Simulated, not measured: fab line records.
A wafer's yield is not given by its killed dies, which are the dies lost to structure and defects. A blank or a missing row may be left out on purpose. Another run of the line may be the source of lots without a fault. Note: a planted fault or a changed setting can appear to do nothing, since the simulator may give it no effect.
Which tool did it?	flow nand_harc	66 wafers from 22 lots sampled at 6 of the route's 1302 steps

== WHAT THE GAUGES SHOWED, per wafer ==
The record holds no reading of a measuring or inspecting step that can be judged against a usual standard deviation.

== WHICH TOOL RAN EACH LOT (tool, then ch and the chambers of the sampled wafers, then the start) ==
lot	NHARC_A_CHANNEL_HOLE_D2_ETCH_27	NHARC_A_STAIRCASE_STRIP_171	NHARC_A_STAIRCASE_DESCUM_11	NHARC_A_STAIRCASE_ETCH_15	NHARC_A_STAIRCASE_TRIM_187	NHARC_A_STAIRCASE_TRIM_196
L075	har_etch-01 ch 0,1, day 13 19:55	plasma_asher-02 ch 0,1, day 16 01:02	rie_diel-03 ch 0,3, day 16 02:32	rie_diel-03 ch 0,2,3, day 16 07:06 or earlier	rie_diel-06 ch 1,2,3, day 16 07:06	rie_diel-09 ch 0,1,2, day 16 08:06
L074	har_etch-02 ch 0,1, day 13 21:17	plasma_asher-01 ch 0,1, day 16 00:56	rie_diel-09 ch 0,2,3, day 16 02:23	rie_diel-09 ch 1,2, day 16 06:11 or earlier	rie_diel-09 ch 1,3, day 16 06:11	rie_diel-03 ch 0,1,2, day 16 07:15
L076	har_etch-01 ch 0,1, day 14 15:53	plasma_asher-02 ch 0,1, day 16 21:08	rie_diel-06 ch 1,3, day 16 22:38	rie_diel-06 ch 0,1,3, day 17 02:28 or earlier	rie_diel-09 ch 1,2,3, day 17 02:28	rie_diel-06 ch 0,1,3, day 17 03:29
L079	har_etch-02 ch 0,1, day 15 02:43	plasma_asher-02 ch 0,1, day 17 12:16	rie_diel-03 ch 0,3, day 17 13:40	rie_diel-03 ch 1,2, day 17 20:27 or earlier	rie_diel-06 ch 1,2, day 17 20:27	rie_diel-09 ch 0,3, day 17 21:43
L077	har_etch-01 ch 0,1, day 15 04:49	plasma_asher-01 ch 0,1, day 17 08:47	rie_diel-09 ch 1,2, day 17 10:20	rie_diel-09 ch 0,3, day 17 14:29 or earlier	rie_diel-03 ch 2,3, day 17 14:29	rie_diel-06 ch 0,2,3, day 17 18:34
L078	har_etch-02 ch 0,1, day 15 06:53	plasma_asher-02 ch 0,1, day 17 08:38	rie_diel-06 ch 0,2, day 17 10:10	rie_diel-06 ch 2,3, day 17 14:17 or earlier	rie_diel-09 ch 0,1,2, day 17 14:17	rie_diel-03 ch 1,2,3, day 17 19:43
L080	har_etch-01 ch 0,1, day 15 17:50	plasma_asher-02 ch 0,1, day 17 23:37	rie_diel-06 ch 1,2,3, day 18 01:07	rie_diel-06 ch 0,2,3, day 18 05:11 or earlier	rie_diel-03 ch 0,1,2, day 18 05:11	rie_diel-03 ch 0,1,2, day 18 06:43
L081	har_etch-01 ch 0,1, day 16 04:45	plasma_asher-02 ch 1, day 18 09:20	rie_diel-03 ch 0,2,3, day 18 10:51	rie_diel-03 ch 0,1,3, day 18 14:31 or earlier	rie_diel-03 ch 0,1, day 18 14:31	rie_diel-03 ch 0,1, day 18 15:32
L083	har_etch-01 ch 0,1, day 17 17:04	plasma_asher-02 ch 0, day 19 23:36	rie_diel-09 ch 2,3, day 20 01:07	rie_diel-09 ch 0,3, day 20 08:58 or earlier	rie_diel-09 ch 0,1, day 20 08:58	rie_diel-06 ch 1,2,3, day 20 10:03
L085	har_etch-01 ch 0,1, day 17 21:12	plasma_asher-02 ch 0, day 19 23:56	rie_diel-06 ch 0,2,3, day 20 01:24	rie_diel-06 ch 2,3, day 20 05:44 or earlier	rie_diel-06 ch 0,2,3, day 20 05:44	rie_diel-09 ch 0,1, day 20 07:04
L084	har_etch-02 ch 0,1, day 17 21:59	plasma_asher-02 ch 0,1, day 20 00:57	rie_diel-03 ch 1,2,3, day 20 02:28	rie_diel-03 ch 0,2,3, day 20 06:38 or earlier	rie_diel-09 ch 0,1,3, day 20 06:38	rie_diel-09 ch 0,1,3, day 20 07:58
L086	har_etch-01 ch 0,1, day 18 21:35	plasma_asher-02 ch 1, day 21 06:22	rie_diel-09 ch 1,2,3, day 21 07:50	rie_diel-09 ch 1,3, day 21 12:40 or earlier	rie_diel-09 ch 0,2,3, day 21 12:40	rie_diel-03 ch 2,3, day 21 14:07
L089	har_etch-01 ch 0,1, day 19 10:46	plasma_asher-02 ch 0,1, day 21 18:09	rie_diel-06 ch 0,2, day 21 19:40	rie_diel-06 ch 0,2,3, day 21 23:46 or earlier	rie_diel-03 ch 1,3, day 21 23:46	rie_diel-06 ch 1,2, day 22 00:50
L088	har_etch-02 ch 0,1, day 19 12:46	plasma_asher-02 ch 0,1, day 22 00:17	rie_diel-03 ch 0,2,3, day 22 01:45	rie_diel-03 ch 0,2,3, day 22 05:44 or earlier	rie_diel-03 ch 0,1,3, day 22 05:44	rie_diel-09 ch 0,3, day 22 06:46
L087	har_etch-01 ch 0,1, day 19 14:55	plasma_asher-02 ch 0,1, day 21 18:46	rie_diel-03 ch 0,1,2, day 21 20:14	rie_diel-03 ch 0,2, day 22 00:35 or earlier	rie_diel-03 ch 0,1,2, day 22 00:35	rie_diel-03 ch 1,2,3, day 22 01:38
L090	har_etch-01 ch 0,1, day 20 03:54	plasma_asher-02 ch 0,1, day 22 08:30	rie_diel-09 ch 0,1,2, day 22 09:48	rie_diel-09 ch 2,3, day 22 13:54 or earlier	rie_diel-03 ch 1,2,3, day 22 13:54	rie_diel-03 ch 1,2,3, day 22 14:59
L092	har_etch-01 ch 0,1, day 20 13:04	plasma_asher-02 ch 0,1, day 22 20:18	rie_diel-09 ch 0,3, day 22 21:49	rie_diel-09 ch 0,1, day 23 01:37 or earlier	rie_diel-06 ch 0,2, day 23 01:37	rie_diel-09 ch 0,1,2, day 23 02:43
L091	har_etch-02 ch 0,1, day 20 13:56	plasma_asher-02 ch 0,1, day 22 20:01	rie_diel-03 ch 1,3, day 22 21:25	rie_diel-03 ch 0,1,3, day 23 01:17 or earlier	rie_diel-03 ch 0,1, day 23 01:17	rie_diel-09 ch 1,2,3, day 23 02:18
L095	har_etch-01 ch 0,1, day 22 01:25	plasma_asher-01 ch 0,1, day 24 07:20	rie_diel-03 ch 0,2, day 24 08:52	rie_diel-03 ch 1,2,3, day 24 12:50 or earlier	rie_diel-09 ch 0,2,3, day 24 12:50	rie_diel-09 ch 0,1,3, day 24 13:56
L094	har_etch-02 ch 0,1, day 22 01:46	plasma_asher-01 ch 0,1, day 24 07:01	rie_diel-06 ch 1,2,3, day 24 08:32	rie_diel-06 ch 0,1, day 24 15:06 or earlier	rie_diel-03 ch 1,2, day 24 15:06	rie_diel-06 ch 2,3, day 24 16:09
L096	har_etch-01 ch 0,1, day 22 05:32	plasma_asher-02 ch 0,1, day 24 07:10	rie_diel-03 ch 0,2,3, day 24 08:41	rie_diel-03 ch 0,1,3, day 24 12:34 or earlier	rie_diel-09 ch 0,1,2, day 24 12:34	rie_diel-06 ch 0,1,2, day 24 13:46
L097	har_etch-02 ch 0,1, day 22 23:56	plasma_asher-01 ch 0,1, day 25 04:23	rie_diel-03 ch 0,2,3, day 25 05:46	rie_diel-03 ch 0,1,3, day 25 09:26 or earlier	rie_diel-03 ch 1,2,3, day 25 09:26	rie_diel-03 ch 1,3, day 25 10:26
- NHARC_A_CHANNEL_HOLE_D2_ETCH_27: etches the open film in C4F8/O2/Ar, time 90 s, target depth 400 nm.
- NHARC_A_STAIRCASE_STRIP_171: strips in O2.
- NHARC_A_STAIRCASE_DESCUM_11: chemistry O2, time 3 s.
- NHARC_A_STAIRCASE_ETCH_15: etches the open film in C4F8/O2, target depth 100 nm, time 40.5 s.
- NHARC_A_STAIRCASE_TRIM_187: chemistry O2, time 211.2 s.
- NHARC_A_STAIRCASE_TRIM_196: chemistry O2, time 211.2 s.

== WHAT THE TOOLS THEMSELVES READ (means of the sampled wafers that have a number; where no wafer has one, the mark that the record gives instead) ==
NHARC_A_CHANNEL_HOLE_D2_ETCH_27. Usual: drypump_motor_current_A 5.3 A, standard deviation 0.46; oes_air_line_au 0.999 a.u., standard deviation 0.019; rf_fwd_power_W 1984 W, standard deviation 7.8; showerhead_plenum_p_Torr 3.64 Torr, standard deviation 0.15; throttle_valve_pct 27.620 %, standard deviation 0.0088.
lot	tool	drypump_motor_current_A (A)	oes_air_line_au (a.u.)	rf_fwd_power_W (W)	showerhead_plenum_p_Torr (Torr)	throttle_valve_pct (%)	flag
L075	har_etch-01	5.3	1.020	1986	3.56	27.622	
L074	har_etch-02	5.2	1.002	1988	3.68	27.628	
L076	har_etch-01	5.1	1.003	1983	3.61	27.621	
L079	har_etch-02	5.2	0.997	1984	3.67	27.622	
L077	har_etch-01	5.3	0.989	1979	3.55	27.619	
L078	har_etch-02	5.5	0.990	1988	3.72	27.619	
L080	har_etch-01	5.0	0.997	1982	3.60	27.618	
L081	har_etch-01	5.1	0.988	1985	3.59	27.622	
L083	har_etch-01	5.0	1.001	1993	3.58	27.615	
L085	har_etch-01	5.0	1.008	1984	3.58	27.614	
L084	har_etch-02	5.6	0.996	1985	3.82	27.620	
L086	har_etch-01	5.1	0.988	1986	3.58	27.623	
L089	har_etch-01	5.1	0.999	1985	3.57	27.624	
L088	har_etch-02	5.6	1.018	1994	3.81	27.621	
L087	har_etch-01	5.0	0.999	1982	3.57	27.616	
L090	har_etch-01	5.3	1.012	1986	3.51	27.630	
L092	har_etch-01	5.0	0.994	1977	3.56	27.618	
L091	har_etch-02	5.6	1.015	1987	3.80	27.612	
L095	har_etch-01	5.3	0.979	1983	3.50	27.615	
L094	har_etch-02	5.5	0.989	1996	3.78	27.625	
L096	har_etch-01	5.1	1.001	1992	3.55	27.625	
L097	har_etch-02	5.2	1.002	1985	3.85	27.623	

NHARC_A_STAIRCASE_STRIP_171. Usual: drypump_motor_current_A 5.2 A, standard deviation 0.37; heater_power_w 346 W, standard deviation 14.
lot	tool	drypump_motor_current_A (A)	heater_power_w (W)	flag
L075	plasma_asher-02	5.1	340	
L074	plasma_asher-01	5.6	351	
L076	plasma_asher-02	5.2	344	
L079	plasma_asher-02	4.9	349	
L077	plasma_asher-01	5.6	344	
L078	plasma_asher-02	4.9	352	
L080	plasma_asher-02	4.9	351	
L081	plasma_asher-02	4.7	364	
L083	plasma_asher-02	5.4	330	
L085	plasma_asher-02	5.4	333	
L084	plasma_asher-02	5.2	336	
L086	plasma_asher-02	4.7	359	
L089	plasma_asher-02	5.1	340	
L088	plasma_asher-02	4.9	351	
L087	plasma_asher-02	5.2	341	
L090	plasma_asher-02	4.9	352	
L092	plasma_asher-02	5.2	345	
L091	plasma_asher-02	4.9	349	
L095	plasma_asher-01	5.6	347	
L094	plasma_asher-01	5.6	347	
L096	plasma_asher-02	5.1	334	
L097	plasma_asher-01	5.6	350	

NHARC_A_STAIRCASE_DESCUM_11. Usual: drypump_motor_current_A 5.6 A, standard deviation 0.39; oes_product_au 0.999 a.u., standard deviation 0.011; rf_vpp_V 57.8 V, standard deviation 0.92; showerhead_plenum_p_Torr 1.92 Torr, standard deviation 0.09; throttle_valve_pct 11.313 %, standard deviation 0.0094.
lot	tool	drypump_motor_current_A (A)	oes_product_au (a.u.)	rf_vpp_V (V)	showerhead_plenum_p_Torr (Torr)	throttle_valve_pct (%)	flag
L075	rie_diel-03	5.9	0.992	58.0	1.85	11.312	
L074	rie_diel-09	5.4	1.009	57.9	1.94	11.315	
L076	rie_diel-06	5.0	1.004	57.5	1.93	11.311	
L079	rie_diel-03	6.0	0.995	57.8	1.85	11.310	
L077	rie_diel-09	5.5	1.014	57.4	1.83	11.310	
L078	rie_diel-06	5.6	0.996	58.2	2.06	11.315	
L080	rie_diel-06	5.3	0.992	58.5	1.99	11.320	
L081	rie_diel-03	6.0	0.997	57.5	1.88	11.318	
L083	rie_diel-09	5.1	1.006	57.8	1.89	11.324	
L085	rie_diel-06	5.5	0.999	59.1	2.05	11.314	
L084	rie_diel-03	5.8	0.998	57.4	1.91	11.305	
L086	rie_diel-09	5.3	1.011	57.7	1.85	11.329	
L089	rie_diel-06	5.5	0.985	57.9	2.04	11.303	
L088	rie_diel-03	6.0	0.987	57.1	1.87	11.308	
L087	rie_diel-03	5.9	0.988	57.0	1.91	11.303	
L090	rie_diel-09	5.6	0.999	57.2	1.89	11.314	
L092	rie_diel-09	5.5	1.009	58.5	2.00	11.315	
L091	rie_diel-03	5.8	1.001	57.0	1.87	11.313	
L095	rie_diel-03	6.1	0.992	57.7	1.86	11.310	
L094	rie_diel-06	5.3	0.995	57.3	1.98	11.312	
L096	rie_diel-03	6.0	0.987	57.4	1.86	11.312	
L097	rie_diel-03	6.0	0.988	57.8	1.86	11.312	

NHARC_A_STAIRCASE_ETCH_15. Usual: oes_product_au 0.946 a.u., standard deviation 0.013; rf_fwd_power_W 592 W, standard deviation 3.1; rf_vpp_V 897 V, standard deviation 5.9.
lot	tool	oes_product_au (a.u.)	rf_fwd_power_W (W)	rf_vpp_V (V)	flag
L075	rie_diel-03	0.949	592	893	
L074	rie_diel-09	0.939	595	891	
L076	rie_diel-06	0.942	591	900	
L079	rie_diel-03	0.958	594	899	
L077	rie_diel-09	0.948	593	899	
L078	rie_diel-06	0.934	593	905	
L080	rie_diel-06	0.948	593	904	
L081	rie_diel-03	0.946	591	894	
L083	rie_diel-09	0.967	594	902	
L085	rie_diel-06	0.944	594	904	
L084	rie_diel-03	0.941	591	894	
L086	rie_diel-09	0.971	593	891	
L089	rie_diel-06	0.947	592	905	
L088	rie_diel-03	0.932	591	893	
L087	rie_diel-03	0.926	594	896	
L090	rie_diel-09	0.942	591	892	
L092	rie_diel-09	0.951	594	894	
L091	rie_diel-03	0.946	591	893	
L095	rie_diel-03	0.937	594	896	
L094	rie_diel-06	0.937	587	899	
L096	rie_diel-03	0.936	590	893	
L097	rie_diel-03	0.942	592	893	

NHARC_A_STAIRCASE_TRIM_187. Usual: drypump_motor_current_A 5.7 A, standard deviation 0.36; oes_product_au 1.001 a.u., standard deviation 0.01; rf_vpp_V 57.8 V, standard deviation 0.84; showerhead_plenum_p_Torr 3.53 Torr, standard deviation 0.15; throttle_valve_pct 17.036 %, standard deviation 0.0083.
lot	tool	drypump_motor_current_A (A)	oes_product_au (a.u.)	rf_vpp_V (V)	showerhead_plenum_p_Torr (Torr)	throttle_valve_pct (%)	flag
L075	rie_diel-06	5.3	1.000	58.2	3.68	17.039	
L074	rie_diel-09	5.1	0.997	56.4	3.49	17.038	
L076	rie_diel-09	5.3	1.008	57.7	3.44	17.040	
L079	rie_diel-06	5.1	0.986	58.3	3.56	17.036	
L077	rie_diel-03	5.9	1.002	57.7	3.48	17.040	
L078	rie_diel-09	5.6	1.003	57.4	3.52	17.031	
L080	rie_diel-03	5.9	1.007	57.9	3.53	17.032	
L081	rie_diel-03	5.8	1.004	57.2	3.52	17.040	
L083	rie_diel-09	5.7	1.003	57.9	3.63	17.038	
L085	rie_diel-06	5.5	1.006	58.2	3.77	17.032	
L084	rie_diel-09	5.4	1.012	58.2	3.55	17.048	
L086	rie_diel-09	5.4	1.010	57.9	3.55	17.040	
L089	rie_diel-03	5.8	0.999	57.9	3.52	17.029	
L088	rie_diel-03	5.9	0.995	57.9	3.45	17.036	
L087	rie_diel-03	6.0	1.003	57.5	3.51	17.036	
L090	rie_diel-03	5.9	0.998	57.2	3.52	17.027	
L092	rie_diel-06	5.5	0.990	58.2	3.74	17.031	
L091	rie_diel-03	5.9	1.002	57.2	3.45	17.040	
L095	rie_diel-09	5.4	1.012	58.0	3.54	17.035	
L094	rie_diel-03	5.8	1.001	58.3	3.57	17.045	
L096	rie_diel-09	5.6	1.013	57.6	3.49	17.035	
L097	rie_diel-03	5.8	0.998	57.9	3.51	17.035	

NHARC_A_STAIRCASE_TRIM_196. Usual: drypump_motor_current_A 5.6 A, standard deviation 0.39; oes_product_au 1.001 a.u., standard deviation 0.011; rf_vpp_V 57.8 V, standard deviation 0.92; showerhead_plenum_p_Torr 3.55 Torr, standard deviation 0.16; throttle_valve_pct 17.035 %, standard deviation 0.0094.
lot	tool	drypump_motor_current_A (A)	oes_product_au (a.u.)	rf_vpp_V (V)	showerhead_plenum_p_Torr (Torr)	throttle_valve_pct (%)	flag
L075	rie_diel-09	5.6	1.006	57.9	3.52	17.039	
L074	rie_diel-03	6.0	1.005	58.1	3.53	17.031	
L076	rie_diel-06	5.2	0.993	56.9	3.66	17.034	
L079	rie_diel-09	5.2	1.008	58.7	3.61	17.033	
L077	rie_diel-06	5.5	0.998	58.1	3.78	17.028	
L078	rie_diel-03	5.9	1.002	58.3	3.53	17.033	
L080	rie_diel-03	6.0	1.006	58.0	3.53	17.039	
L081	rie_diel-03	5.8	1.007	58.5	3.52	17.034	
L083	rie_diel-06	5.3	0.994	58.0	3.66	17.026	
L085	rie_diel-09	5.7	1.018	58.7	3.63	17.034	
L084	rie_diel-09	5.4	1.011	57.5	3.55	17.040	
L086	rie_diel-03	6.0	0.995	57.7	3.52	17.029	
L089	rie_diel-06	5.4	0.992	57.8	3.65	17.031	
L088	rie_diel-09	5.5	1.004	57.7	3.67	17.032	
L087	rie_diel-03	5.8	0.997	57.9	3.52	17.038	
L090	rie_diel-03	5.9	1.006	57.9	3.52	17.027	
L092	rie_diel-09	5.7	1.003	58.4	3.49	17.031	
L091	rie_diel-09	5.3	1.006	57.8	3.41	17.042	
L095	rie_diel-09	5.4	1.002	57.2	3.53	17.030	
L094	rie_diel-06	5.6	0.983	58.1	3.76	17.035	
L096	rie_diel-06	5.4	0.995	57.9	3.63	17.031	
L097	rie_diel-03	5.8	0.980	57.9	3.44	17.031	

== THE ANSWER, worked out from the rows above alone ==
Rule: a lot counts as off when the mean over its wafers that have a number is more than 3 standard deviations away from the usual mean. A lot without any number at a reading at which 4 lots or more have one is off too. Any other lot the step has rows for is counted as sound. First the gauges in route order, then the tools' own readings, where a lot's mean is used as printed above. The first step at which some lot is off is used, and at that step the reading that is off furthest; a lot without a number counts as furthest.
No lot is off at any reading shown: from this, nothing can be told.

== WHAT HAD BEEN PUT IN BY THE SIMULATOR ==
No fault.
